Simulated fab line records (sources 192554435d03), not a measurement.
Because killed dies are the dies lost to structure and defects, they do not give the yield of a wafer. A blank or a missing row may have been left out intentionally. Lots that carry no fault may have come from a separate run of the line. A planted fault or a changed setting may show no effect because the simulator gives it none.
fab line records    flow n5-finfet
record: lots: 10  wafers: 30  last-day: 17
route steps=1938 shown BEOL_M6@1233
lots untouched by any fault: they come from a run of this same line in which no faults occurred
start-h: the number of hours between the record's first day and the start of the first shown wafer of the lot    wait-h: how many hours have passed since the lot's step before this one    " the same as in the row above    L1.1+2: a single row standing in for several wafers    - value missing, or start not given    * or withheld: withheld    < > ~ a bound
route shown NAME@n: names a module that has steps shown in the file, with the first one's number in the route    usual: mean/standard deviation taken from wafers without a fault    same: alike in all rows    chamber/n: place in a boat    sites: per-site readings    _std_site: standard deviation across them    _edge_site: inner sites' mean taken away from outer sites' mean    radius-mm: for every site, how far away it sits from the centre of the wafer    mask NAME#n: copy n    behind: the last tool/chamber to shape the wafer    hold: what put the lot on hold/how long, in hours/how the hold closed    device: transistor that didn't switch, given as n, p or np    end of line: the same wafers' tests at the end of the route    for a step that has no rows: nothing shown but its recipe    killed: dies lost to structure and defects at the first sort, not the wafer's yield    map: dies across one wafer; x = killed, . = not, _ = none there
set.NAME: the run value of the setting; set.NAME@STEP: its run value at that earlier step    model.NAME: the simulator's own value behind a step, which no gauge read
a sample of lots followed through the steps of the route, with each step as a table and each wafer as a row
services: from which hour (start-h, from the record's first day; less than 0 if before it) a tool's chamber was out of use, for how many hours, and why
== steps ==
step: N5_BEOL_M6_ETCH_66
recipe: chemistry: N2/H2  target: SOC  target-depth-a: 800  overetch-a: 160  mask-material: SiARC  temp-c: 40  time-s: 120  ion-energy-ev: 200  pressure-mtorr: 30  source-w: 840  bias-w: 150  n2-flow-sccm: 200  h2-flow-sccm: 200
usual: drypump-motor-current-A: 5.9/0.38  oes-product-au: 0.61/0.064  rf-vpp-V: 523.7/2.2  showerhead-plenum-p-Torr: 2.53/0.075  throttle-valve-pct: 17.76/0.28
lot.wafer  tool         chamber  start-h  wait-h  drypump-motor-current-A  oes-product-au  rf-hours-counter-h  rf-vpp-V  showerhead-plenum-p-Torr  throttle-valve-pct
L944.1     rie-diel-03  3        197.31   0.0     5.2                      0.53            241                 524.0     2.62                      18.14
L944.5     "            0        "        "       6.1                      0.68            -                   522.8     2.49                      17.56
L944.6     "            1        "        "       5.8                      0.53            -                   523.0     2.50                      18.03
L946.1     rie-diel-01  0        197.69   0.0     5.7                      0.56            181                 524.0     2.53                      17.51
L946.3     "            1        "        "       6.0                      0.64            92                  523.3     2.56                      17.87
L946.6     "            2        "        "       6.4                      0.58            -                   523.7     2.53                      18.23
L945.2     rie-diel-03  1        200.52   0.0     5.8                      0.53            240                 521.5     2.50                      18.04
L945.5     "            0        "        "       6.1                      0.68            -                   521.1     2.49                      17.56
L945.6     "            1        "        "       5.9                      0.53            -                   523.6     2.50                      18.03
L951.1     rie-diel-04  3        237.54   0.0     6.3                      0.59            126                 521.1     2.45                      17.44
L951.2     "            1        "        "       5.6                      0.75            2                   525.7     2.60                      17.51
L951.3     "            0        "        "       5.7                      0.60            116                 521.7     2.45                      18.09
L952.1     rie-diel-04  3        253.04   0.0     6.2                      0.58            132                 521.4     2.45                      17.44
L952.5     "            0        "        "       5.7                      0.60            -                   520.9     2.45                      18.14
L952.6     "            1        "        "       5.6                      0.73            -                   525.6     2.60                      17.53
L955.1     rie-diel-03  2        257.90   0.0     6.0                      0.57            143                 524.2     2.54                      17.55
L955.3     "            3        "        "       5.2                      0.72            6                   526.1     2.61                      17.70
L955.4     "            0        "        "       6.1                      0.65            -                   521.2     2.48                      17.62
L958.2     rie-diel-01  2        291.26   0.0     6.4                      0.56            191                 523.6     2.52                      18.27
L958.3     "            1        "        "       6.0                      0.61            125                 524.2     2.55                      17.94
L958.5     "            0        "        "       5.7                      0.55            -                   522.9     2.52                      17.57
L961.1     rie-diel-01  2        303.78   0.0     6.5                      0.57            196                 524.1     2.52                      18.28
L961.3     "            1        "        "       6.0                      0.61            130                 524.0     2.55                      17.96
L961.5     "            1        "        "       6.0                      0.61            -                   524.8     2.55                      17.95
L965.1     rie-diel-04  0        327.14   0.0     5.7                      0.58            150                 520.6     2.44                      18.17
L965.2     "            3        "        "       6.2                      0.56            162                 519.6     2.43                      17.51
L965.4     "            3        "        "       6.2                      0.56            -                   520.7     2.44                      17.48
L963.2     rie-diel-03  0        327.49   0.0     6.1                      0.62            84                  523.3     2.47                      17.65
L963.3     "            2        "        "       6.0                      0.56            168                 524.5     2.53                      17.61
L963.4     "            3        "        "       5.2                      0.67            31                  527.0     2.60                      17.76
step: N5_BEOL_M6_STRIP_80
recipe: chemistry: N2/H2  time-s: 10  power-w: 450  temp-c: 40  pressure-mtorr: 20  rf-frequency-hz: 6e+07  bias-power-w: 7  n2-flow-sccm: 200  h2-flow-sccm: 200
usual: drypump-motor-current-A: 5.9/0.39  oes-product-au: 0.79/0.09  rf-vpp-V: 59.2/0.83  showerhead-plenum-p-Torr: 2.53/0.076  throttle-valve-pct: 23.6/0.34
lot.wafer  tool         chamber  start-h  wait-h  drypump-motor-current-A  oes-product-au  rf-hours-counter-h  rf-vpp-V  showerhead-plenum-p-Torr  throttle-valve-pct
L944.1     rie-diel-03  3        -        -       5.2                      0.68            241                 59.6      2.61                      24.0
L944.5     "            0        "        "       6.1                      0.89            -                   59.0      2.49                      23.5
L944.6     "            1        "        "       5.8                      0.68            -                   59.1      2.50                      23.8
L946.1     rie-diel-01  0        -        -       5.6                      0.74            181                 59.5      2.53                      23.2
L946.3     "            1        "        "       5.9                      0.84            92                  59.4      2.56                      23.8
L946.6     "            2        "        "       6.4                      0.75            -                   59.6      2.53                      24.1
L945.2     rie-diel-03  1        -        -       5.8                      0.68            240                 59.1      2.49                      23.8
L945.5     "            0        "        "       6.1                      0.88            -                   59.2      2.49                      23.5
L945.6     "            1        "        "       5.8                      0.68            -                   58.1      2.49                      23.8
L951.1     rie-diel-04  3        -        -       6.2                      0.77            126                 60.6      2.45                      23.1
L951.2     "            1        "        "       5.6                      0.98            2                   59.7      2.60                      23.4
L951.3     "            0        "        "       5.7                      0.79            116                 57.8      2.45                      24.1
L952.1     rie-diel-04  3        -        -       6.2                      0.76            132                 58.7      2.44                      23.1
L952.5     "            0        "        "       5.7                      0.78            -                   58.8      2.44                      24.1
L952.6     "            1        "        "       5.6                      0.96            -                   59.1      2.60                      23.4
L955.1     rie-diel-03  2        -        -       6.0                      0.73            143                 57.2      2.54                      23.2
L955.3     "            3        "        "       5.2                      0.94            6                   60.1      2.61                      23.6
L955.4     "            0        "        "       6.1                      0.85            -                   57.8      2.48                      23.5
L958.2     rie-diel-01  2        -        -       6.4                      0.73            191                 58.8      2.51                      24.1
L958.3     "            1        "        "       6.0                      0.80            125                 58.0      2.55                      23.9
L958.5     "            0        "        "       5.6                      0.72            -                   58.3      2.51                      23.2
L961.1     rie-diel-01  2        -        -       6.4                      0.72            196                 58.4      2.51                      24.1
L961.3     "            1        "        "       5.9                      0.80            130                 59.7      2.54                      23.9
L961.5     "            1        "        "       6.0                      0.79            -                   60.8      2.54                      23.9
L965.1     rie-diel-04  0        -        -       5.7                      0.75            150                 59.3      2.43                      24.1
L965.2     "            3        "        "       6.2                      0.73            162                 58.3      2.43                      23.1
L965.4     "            3        "        "       6.2                      0.73            -                   59.0      2.43                      23.1
L963.2     rie-diel-03  0        -        -       6.1                      0.82            84                  59.5      2.47                      23.5
L963.3     "            2        "        "       6.0                      0.73            168                 59.5      2.53                      23.2
L963.4     "            3        "        "       5.2                      0.88            31                  59.4      2.59                      23.7
step: N5_BEOL_M6_ALD_77
recipe: material: TaN  target-thk-a: 20  temp-c: 275  ald-precursor-family: PDMAT  ald-co-reactant: NH3  pressure-torr: 3  carrier-flow-sccm: 1500  pulse-time-s: 2  purge-time-s: 3  co-reactant-purge-time-s: 2  co-reactant-pulse-time-s: 3  ald-cycles: 40  precursor-vessel-temp-c: 75  precursor-vessel-pressure-torr: 26.25  precursor-vessel-carrier-sccm: 1000
usual: co-reactant-pulse-time-s: 3/0  heater-power-w: 445/43  precursor-vessel-temp-c: 75.00/0.13
same: co-reactant-purge-time-s: 2
lot.wafer  tool          chamber  start-h  wait-h  co-reactant-pulse-time-s  heater-power-w  precursor-vessel-temp-c
L944.1     ald-metal-04  2        198.34   0.1     3                         471             74.85
L944.5     "             1        "        "       3                         441             74.93
L944.6     "             2        "        "       3                         462             74.96
L946.1     ald-metal-01  1        198.69   0.1     3                         416             74.89
L946.3     "             0        "        "       3                         477             75.07
L946.6     "             1        "        "       3                         417             74.96
L945.2     ald-metal-04  2        202.05   0.0     3                         461             75.10
L945.5     "             0        "        "       3                         442             75.11
L945.6     "             1        "        "       3                         444             75.12
L951.1     ald-metal-04  0        238.52   0.1     3                         435             74.98
L951.2     "             3        "        "       3                         350             75.21
L951.3     "             1        "        "       3                         429             75.18
L952.1     ald-metal-04  2        254.52   0.0     3                         473             75.10
L952.5     "             3        "        "       3                         346             74.81
L952.6     "             0        "        "       3                         426             75.14
L955.1     ald-metal-04  2        260.78   0.1     3                         464             75.06
L955.3     "             3        "        "       3.5774                    343             75.06
L955.4     "             1        "        "       3                         437             75.10
L958.2     ald-metal-04  1        292.43   0.1     3                         427             75.00
L958.3     "             2        "        "       3.5774                    471             74.92
L958.5     "             2        "        "       3.5774                    468             74.84
L961.1     ald-metal-01  2        305.34   0.0     3                         425             75.01
L961.3     "             0        "        "       3                         472             75.16
L961.5     "             2        "        "       3                         444             74.96
L965.1     ald-metal-03  0        330.07   0.0     3                         409             75.11
L965.2     "             3        "        "       3                         472             75.01
L965.4     "             1        "        "       3                         475             75.19
L963.2     ald-metal-01  2        330.07   0.0     3                         427             74.91
L963.3     "             3        "        "       3                         528             75.06
L963.4     "             0        "        "       3                         471             75.08
step: N5_BEOL_M6_SURFACE_TREAT_79
recipe: gas: Ar  time-s: *  ion-energy-ev: *  ion-current-ma-cm2: 0.5  pressure-mtorr: *  ar-flow-sccm: 30
usual: pressure-mtorr: *  throttle-valve-pct: *
lot.wafer  tool            chamber  start-h  wait-h  pressure-mtorr  throttle-valve-pct
L944.1     pvd-sputter-01  -        198.65   0.2     *               *
L944.5     "               -        "        "       *               *
L944.6     "               -        "        "       *               *
L946.1     pvd-sputter-01  -        199.29   0.5     *               *
L946.3     "               -        "        "       *               *
L946.6     "               -        "        "       *               *
L945.2     pvd-sputter-03  -        202.43   0.3     *               *
L945.5     "               -        "        "       *               *
L945.6     "               -        "        "       *               *
L951.1     pvd-sputter-03  -        238.92   0.3     *               *
L951.2     "               -        "        "       *               *
L951.3     "               -        "        "       *               *
L952.1     pvd-sputter-02  -        254.86   0.2     *               *
L952.5     "               -        "        "       *               *
L952.6     "               -        "        "       *               *
L955.1     pvd-sputter-03  -        261.26   0.4     *               *
L955.3     "               -        "        "       *               *
L955.4     "               -        "        "       *               *
L958.2     pvd-sputter-02  -        292.83   0.3     *               *
L958.3     "               -        "        "       *               *
L958.5     "               -        "        "       *               *
L961.1     pvd-sputter-02  -        305.67   0.2     *               *
L961.3     "               -        "        "       *               *
L961.5     "               -        "        "       *               *
L965.1     pvd-sputter-01  -        330.41   0.2     *               *
L965.2     "               -        "        "       *               *
L965.4     "               -        "        "       *               *
L963.2     pvd-sputter-03  -        330.43   0.2     *               *
L963.3     "               -        "        "       *               *
L963.4     "               -        "        "       *               *
== services ==
tool            chamber  start-h  hours  kind
rie-diel-01     3        179.40   9.7    repair
rie-diel-01     3        189.25   4.4    repair
rie-diel-04     1        204.31   -      clean
rie-diel-04     1        204.31   -      consumable-replace:focus-ring
ald-metal-03    2        213.06   3.1    repair
rie-diel-01     3        218.62   7.3    repair
ald-metal-04    0        223.71   4.5    repair
rie-diel-03     3        224.41   -      clean
rie-diel-03     3        224.41   -      consumable-replace:focus-ring
rie-diel-03     3        224.41   16.6   scheduled-down
rie-diel-03     3        224.41   16.6   vent-cycle
ald-metal-04    0        228.27   5.0    repair
rie-diel-03     1        241.05   -      clean
rie-diel-03     1        241.05   -      consumable-replace:focus-ring
rie-diel-03     1        241.05   19.3   scheduled-down
rie-diel-03     1        241.05   19.3   vent-cycle
rie-diel-04     0        264.37   1.6    repair
rie-diel-01     0        279.48   7.2    repair
rie-diel-03     -        290.80   2.8    pm
rie-diel-04     1        291.19   8.4    repair
pvd-sputter-02  -        306.31   3.3    repair
ald-metal-01    2        313.80   4.0    repair
ald-metal-04    -        323.55   6.0    pm
rie-diel-01     0        329.19   6.6    repair
== key ==
first-sign: step: N5_BEOL_M6_ALD_77  reading: co-reactant-pulse-time-s  direction: up  sigmas: 99+  usual: *  struck: *
effect none on later readings
met-at N5_BEOL_M6_ALD_77
struck-lots L955,L958
struck-wafers L955.3,L958.3,L958.5
not-acting-at N5_BEOL_M6_ETCH_66,N5_BEOL_M6_STRIP_80,N5_BEOL_M6_SURFACE_TREAT_79
onset-between 254.52 260.78
fault: kind: process-parameter-drift  tool: ald-metal-04  chamber: -  onset-h: 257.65  steps: N5_BEOL_M6_ALD_77  channel: co-reactant-pulse-time-s  offset: *  shape: step  end-h: 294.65  scope: struck-wafers-only  acts-in: *  stated: *
